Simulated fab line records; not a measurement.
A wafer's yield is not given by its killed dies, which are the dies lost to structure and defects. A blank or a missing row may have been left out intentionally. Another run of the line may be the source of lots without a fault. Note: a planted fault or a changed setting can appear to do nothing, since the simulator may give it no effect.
Chamber matching -- flow n5-finfet -- 4 sister chambers for N5_BEOL_M14_DESCUM_33 on rie-diel-04
The step chemistry O2, time 7.9 s. 8 wafers are shown with their chamber, then 9 later ones without.

== WAFERS, EACH WITH ITS CHAMBER ==
wafer,chamber,drypump-motor-current-A (A),throttle-valve-pct (%)
L077.6,0,6.4,20.28
L082.1,3,5.9,20.43
L082.6,1,6.1,19.97
L087.5,1,6.1,19.99
L087.6,2,6.1,20.62
L092.1,0,6.4,20.32
L092.2,3,6.0,20.11
L092.3,2,6.1,20.63

== WAFERS MISSING THEIR CHAMBER ==
wafer,drypump-motor-current-A (A),throttle-valve-pct (%)
L092.4,6.1,20.01
L092.5,6.1,19.99
L092.6,6.2,20.63
L095.2,6.0,20.11
L095.5,6.1,20.62
L095.6,6.0,20.10
L097.2,6.4,20.34
L097.4,6.1,20.02
L097.6,6.4,20.33

== EACH ONE'S CHAMBER ==
wafer,from the rows above,in truth
L092.4,1,1
L092.5,1,1
L092.6,2,2
L095.2,can't be placed: 3 or 1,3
L095.5,2,2
L095.6,can't be placed: 3 or 1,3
L097.2,0,0
L097.4,1,1
L097.6,0,0
Placed correctly: 7 of 9. Cannot be placed on the basis of these rows: 2; the candidates contain the true chamber in 2. Placed wrongly: 0.
How it was worked out, from the rows above alone: a wafer's distance from a chamber is the root of the sum, over the readings, of the square of ((its reading less the chamber's mean) divided by the reading's scatter). The wafer belongs to the nearest chamber; if the next one is less than 2 further off, it can't be placed. The mean given for a chamber averages the wafers shown for that chamber. How the scatter is found: for the shown wafers, subtract from each reading the mean of its chamber, square and add these, divide the total by (wafers less chambers), then take the root.
